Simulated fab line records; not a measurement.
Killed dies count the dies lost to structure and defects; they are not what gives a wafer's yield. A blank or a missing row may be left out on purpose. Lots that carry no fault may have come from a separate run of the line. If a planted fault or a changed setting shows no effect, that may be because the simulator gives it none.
The tool behind it: which one? :: flow nand_harc :: 72 wafers from 24 lots sampled at 2 of the route's 1302 steps

WHAT THE GAUGES SHOWED, per wafer
NHARC_A_CHANNEL_HOLE_D2_CD_MEAS_31.
lot: L074
measured: day 13 17:05
on: cd_sem-01
cd_nm (nm): 91.1 89.9 90.4

lot: L076
measured: day 14 00:01
on: cd_sem-02
cd_nm (nm): 89.3 88.3 90.1

lot: L075
measured: day 14 00:03
on: cd_sem-03
cd_nm (nm): 91.9 91.8 91.8

lot: L077
measured: day 14 21:12
on: cd_sem-02
cd_nm (nm): 89.2 89.5 89.8

lot: L078
measured: day 15 08:31
on: cd_sem-01
cd_nm (nm): 87.9 89.4 88.8

lot: L079
measured: day 15 18:32
on: cd_sem-03
cd_nm (nm): 89.4 90.4 90.6

lot: L080
measured: day 15 20:34
on: cd_sem-02
cd_nm (nm): 88.9 89.0 88.3

lot: L081
measured: day 16 08:27
on: cd_sem-01
cd_nm (nm): 90.1 88.8 89.1

lot: L082
measured: day 16 15:46
on: cd_sem-02
cd_nm (nm): 91.9 90.5 89.5

lot: L084
measured: day 17 17:05
on: cd_sem-02
cd_nm (nm): 88.5 90.6 90.5

lot: L083
measured: day 17 19:58
on: cd_sem-02
cd_nm (nm): 90.5 90.0 91.0

lot: L085
measured: day 17 21:35
on: cd_sem-03
cd_nm (nm): 90.9 91.1 90.3

lot: L086
measured: day 18 05:05
on: cd_sem-02
cd_nm (nm): 89.8 90.4 89.9

lot: L087
measured: day 18 22:23
on: cd_sem-01
cd_nm (nm): 89.0 88.4 89.1

lot: L089
measured: day 19 10:23
on: cd_sem-02
cd_nm (nm): 90.8 91.5 91.5

lot: L088
measured: day 19 20:19
on: cd_sem-02
cd_nm (nm): 90.2 91.4 89.5

lot: L090
measured: day 20 07:03
on: cd_sem-02
cd_nm (nm): 89.7 90.4 90.3

lot: L092
measured: day 20 17:14
on: cd_sem-02
cd_nm (nm): 88.5 88.1 88.5

lot: L091
measured: day 20 19:11
on: cd_sem-03
cd_nm (nm): 90.9 89.5 88.8

lot: L093
measured: day 21 09:28
on: cd_sem-02
cd_nm (nm): 88.9 89.7 89.9

lot: L094
measured: day 21 14:48
on: cd_sem-03
cd_nm (nm): 89.2 89.8 91.8

lot: L095
measured: day 22 00:16
on: cd_sem-01
cd_nm (nm): 89.9 89.0 89.1

lot: L096
measured: day 22 16:32
on: cd_sem-01
cd_nm (nm): 89.5 89.7 90.8

lot: L097
measured: day 23 00:59
on: cd_sem-02
cd_nm (nm): 90.6 89.0 90.0

WHAT TOOL EACH LOT RAN ON (gives the tool, then ch and the chambers of the sampled wafers, and finally the start)
lot: L074
NHARC_A_CHANNEL_HOLE_D2_ETCH_44: rie_diel-01 ch 1,3, day 13 16:10

lot: L076
NHARC_A_CHANNEL_HOLE_D2_ETCH_44: rie_diel-09 ch 0,1,2, day 13 23:14

lot: L075
NHARC_A_CHANNEL_HOLE_D2_ETCH_44: rie_diel-02 ch 0,1,3, day 13 23:17

lot: L077
NHARC_A_CHANNEL_HOLE_D2_ETCH_44: rie_diel-01 ch 1,2,3, day 14 20:25

lot: L078
NHARC_A_CHANNEL_HOLE_D2_ETCH_44: rie_diel-01 ch 0,1,3, day 15 07:43

lot: L079
NHARC_A_CHANNEL_HOLE_D2_ETCH_44: rie_diel-02 ch 0,1,2, day 15 17:44

lot: L080
NHARC_A_CHANNEL_HOLE_D2_ETCH_44: rie_diel-01 ch 1,2,3, day 15 19:46

lot: L081
NHARC_A_CHANNEL_HOLE_D2_ETCH_44: rie_diel-01 ch 0,2,3, day 16 07:41

lot: L082
NHARC_A_CHANNEL_HOLE_D2_ETCH_44: rie_diel-01 ch 0,1,2, day 16 14:58

lot: L084
NHARC_A_CHANNEL_HOLE_D2_ETCH_44: rie_diel-09 ch 1,2,3, day 17 16:17

lot: L083
NHARC_A_CHANNEL_HOLE_D2_ETCH_44: rie_diel-09 ch 0,1,3, day 17 19:10

lot: L085
NHARC_A_CHANNEL_HOLE_D2_ETCH_44: rie_diel-02 ch 0,2, day 17 20:47

lot: L086
NHARC_A_CHANNEL_HOLE_D2_ETCH_44: rie_diel-01 ch 1,2, day 18 04:17

lot: L087
NHARC_A_CHANNEL_HOLE_D2_ETCH_44: rie_diel-01 ch 1,2,3, day 18 21:35

lot: L089
NHARC_A_CHANNEL_HOLE_D2_ETCH_44: rie_diel-01 ch 0,1, day 19 09:35

lot: L088
NHARC_A_CHANNEL_HOLE_D2_ETCH_44: rie_diel-09 ch 0,1, day 19 19:01

lot: L090
NHARC_A_CHANNEL_HOLE_D2_ETCH_44: rie_diel-01 ch 0,1,2, day 20 06:16

lot: L092
NHARC_A_CHANNEL_HOLE_D2_ETCH_44: rie_diel-01 ch 0,1,3, day 20 16:26

lot: L091
NHARC_A_CHANNEL_HOLE_D2_ETCH_44: rie_diel-09 ch 0,1,3, day 20 18:23

lot: L093
NHARC_A_CHANNEL_HOLE_D2_ETCH_44: rie_diel-09 ch 0,1,3, day 21 08:40

lot: L094
NHARC_A_CHANNEL_HOLE_D2_ETCH_44: rie_diel-01 ch 0,1,2, day 21 13:55

lot: L095
NHARC_A_CHANNEL_HOLE_D2_ETCH_44: rie_diel-01 ch 0,1,2, day 21 23:21

lot: L096
NHARC_A_CHANNEL_HOLE_D2_ETCH_44: rie_diel-02 ch 0,2,3, day 22 15:45

lot: L097
NHARC_A_CHANNEL_HOLE_D2_ETCH_44: rie_diel-01 ch 0,1,2, day 23 00:13
- NHARC_A_CHANNEL_HOLE_D2_ETCH_44: etches the open film in CF4/O2, target depth 140 nm, overetch 14 nm, time 77 s.

WHAT THE TOOLS THEMSELVES READ (means of the sampled wafers that have a number; where no wafer has one, the mark that the record gives instead)
NHARC_A_CHANNEL_HOLE_D2_ETCH_44.
lot: L074
tool: rie_diel-01
bias_w (W): 99.8
drypump_motor_current_A (A): 5.4
oes_product_au (a.u.): 0.994
rf_vpp_V (V): 196.9
showerhead_plenum_p_Torr (Torr): 1.30
throttle_valve_pct (%): 13.400

lot: L076
tool: rie_diel-09
bias_w (W): 99.6
drypump_motor_current_A (A): 5.9
oes_product_au (a.u.): 1.011
rf_vpp_V (V): 197.8
showerhead_plenum_p_Torr (Torr): 1.34
throttle_valve_pct (%): 13.404

lot: L075
tool: rie_diel-02
bias_w (W): 100.0
drypump_motor_current_A (A): 5.1
oes_product_au (a.u.): 1.003
rf_vpp_V (V): 198.1
showerhead_plenum_p_Torr (Torr): 1.33
throttle_valve_pct (%): 13.394

lot: L077
tool: rie_diel-01
bias_w (W): 100.1
drypump_motor_current_A (A): 5.5
oes_product_au (a.u.): 0.989
rf_vpp_V (V): 197.4
showerhead_plenum_p_Torr (Torr): 1.30
throttle_valve_pct (%): 13.401

lot: L078
tool: rie_diel-01
bias_w (W): 99.9
drypump_motor_current_A (A): 5.3
oes_product_au (a.u.): 0.998
rf_vpp_V (V): 196.2
showerhead_plenum_p_Torr (Torr): 1.29
throttle_valve_pct (%): 13.397

lot: L079
tool: rie_diel-02
bias_w (W): 99.8
drypump_motor_current_A (A): 5.5
oes_product_au (a.u.): 1.006
rf_vpp_V (V): 199.1
showerhead_plenum_p_Torr (Torr): 1.38
throttle_valve_pct (%): 13.396

lot: L080
tool: rie_diel-01
bias_w (W): 100.0
drypump_motor_current_A (A): 5.5
oes_product_au (a.u.): 0.991
rf_vpp_V (V): 196.5
showerhead_plenum_p_Torr (Torr): 1.30
throttle_valve_pct (%): 13.401

lot: L081
tool: rie_diel-01
bias_w (W): 99.9
drypump_motor_current_A (A): 5.4
oes_product_au (a.u.): 0.993
rf_vpp_V (V): 197.0
showerhead_plenum_p_Torr (Torr): 1.28
throttle_valve_pct (%): 13.400

lot: L082
tool: rie_diel-01
bias_w (W): 99.9
drypump_motor_current_A (A): 5.4
oes_product_au (a.u.): 0.997
rf_vpp_V (V): 196.1
showerhead_plenum_p_Torr (Torr): 1.29
throttle_valve_pct (%): 13.395

lot: L084
tool: rie_diel-09
bias_w (W): 99.9
drypump_motor_current_A (A): 5.8
oes_product_au (a.u.): 1.006
rf_vpp_V (V): 197.4
showerhead_plenum_p_Torr (Torr): 1.32
throttle_valve_pct (%): 13.398

lot: L083
tool: rie_diel-09
bias_w (W): 100.0
drypump_motor_current_A (A): 6.2
oes_product_au (a.u.): 0.998
rf_vpp_V (V): 197.8
showerhead_plenum_p_Torr (Torr): 1.37
throttle_valve_pct (%): 13.400

lot: L085
tool: rie_diel-02
bias_w (W): 100.0
drypump_motor_current_A (A): 5.9
oes_product_au (a.u.): 0.995
rf_vpp_V (V): 198.6
showerhead_plenum_p_Torr (Torr): 1.37
throttle_valve_pct (%): 13.380

lot: L086
tool: rie_diel-01
bias_w (W): 100.1
drypump_motor_current_A (A): 5.5
oes_product_au (a.u.): 0.995
rf_vpp_V (V): 197.1
showerhead_plenum_p_Torr (Torr): 1.30
throttle_valve_pct (%): 13.401

lot: L087
tool: rie_diel-01
bias_w (W): 100.1
drypump_motor_current_A (A): 5.5
oes_product_au (a.u.): 0.995
rf_vpp_V (V): 197.1
showerhead_plenum_p_Torr (Torr): 1.30
throttle_valve_pct (%): 13.395

lot: L089
tool: rie_diel-01
bias_w (W): 100.0
drypump_motor_current_A (A): 5.2
oes_product_au (a.u.): 0.990
rf_vpp_V (V): 197.4
showerhead_plenum_p_Torr (Torr): 1.28
throttle_valve_pct (%): 13.401

lot: L088
tool: rie_diel-09
bias_w (W): 100.2
drypump_motor_current_A (A): 6.2
oes_product_au (a.u.): 0.997
rf_vpp_V (V): 199.0
showerhead_plenum_p_Torr (Torr): 1.39
throttle_valve_pct (%): 13.412

lot: L090
tool: rie_diel-01
bias_w (W): 99.9
drypump_motor_current_A (A): 5.4
oes_product_au (a.u.): 1.003
rf_vpp_V (V): 197.2
showerhead_plenum_p_Torr (Torr): 1.29
throttle_valve_pct (%): 13.402

lot: L092
tool: rie_diel-01
bias_w (W): 99.9
drypump_motor_current_A (A): 5.3
oes_product_au (a.u.): 0.993
rf_vpp_V (V): 196.0
showerhead_plenum_p_Torr (Torr): 1.29
throttle_valve_pct (%): 13.394

lot: L091
tool: rie_diel-09
bias_w (W): 100.3
drypump_motor_current_A (A): 6.1
oes_product_au (a.u.): 1.000
rf_vpp_V (V): 198.3
showerhead_plenum_p_Torr (Torr): 1.37
throttle_valve_pct (%): 13.398

lot: L093
tool: rie_diel-09
bias_w (W): 99.8
drypump_motor_current_A (A): 6.2
oes_product_au (a.u.): 1.011
rf_vpp_V (V): 198.9
showerhead_plenum_p_Torr (Torr): 1.37
throttle_valve_pct (%): 13.390

lot: L094
tool: rie_diel-01
bias_w (W): 100.0
drypump_motor_current_A (A): 5.4
oes_product_au (a.u.): 0.993
rf_vpp_V (V): 197.2
showerhead_plenum_p_Torr (Torr): 1.29
throttle_valve_pct (%): 13.399

lot: L095
tool: rie_diel-01
bias_w (W): 100.0
drypump_motor_current_A (A): 5.4
oes_product_au (a.u.): 0.997
rf_vpp_V (V): 196.3
showerhead_plenum_p_Torr (Torr): 1.29
throttle_valve_pct (%): 13.391

lot: L096
tool: rie_diel-02
bias_w (W): 100.0
drypump_motor_current_A (A): 5.6
oes_product_au (a.u.): 1.003
rf_vpp_V (V): 197.2
showerhead_plenum_p_Torr (Torr): 1.32
throttle_valve_pct (%): 13.396

lot: L097
tool: rie_diel-01
bias_w (W): 100.0
drypump_motor_current_A (A): 5.4
oes_product_au (a.u.): 1.003
rf_vpp_V (V): 196.6
showerhead_plenum_p_Torr (Torr): 1.29
throttle_valve_pct (%): 13.400

THE ANSWER, worked out from the rows above alone
Rule: what is usual is taken from the lots themselves. The widest of any qualifying gaps counts: lots, ordered by their means at a reading, are off when they make up no more than a third of the lots, leave a main group of 4 or more, and stand apart from it by 3 or more times the standard deviation of that group's means. If all means in a main group match to the digits the tables above print for the reading, that group is not used. A lot without any number at a reading at which 4 lots or more have one is off too. Any other lot the step has rows for is counted as sound. The gauges are gone through in route order, then the tools' own readings, and for those a lot's mean is taken as printed above. The first step at which some lot is off is used, and at that step the reading that is off furthest; a lot without a number counts as furthest.
No lot is off at any reading shown: from this, nothing can be told.

WHAT WAS PUT IN BY THE SIMULATOR
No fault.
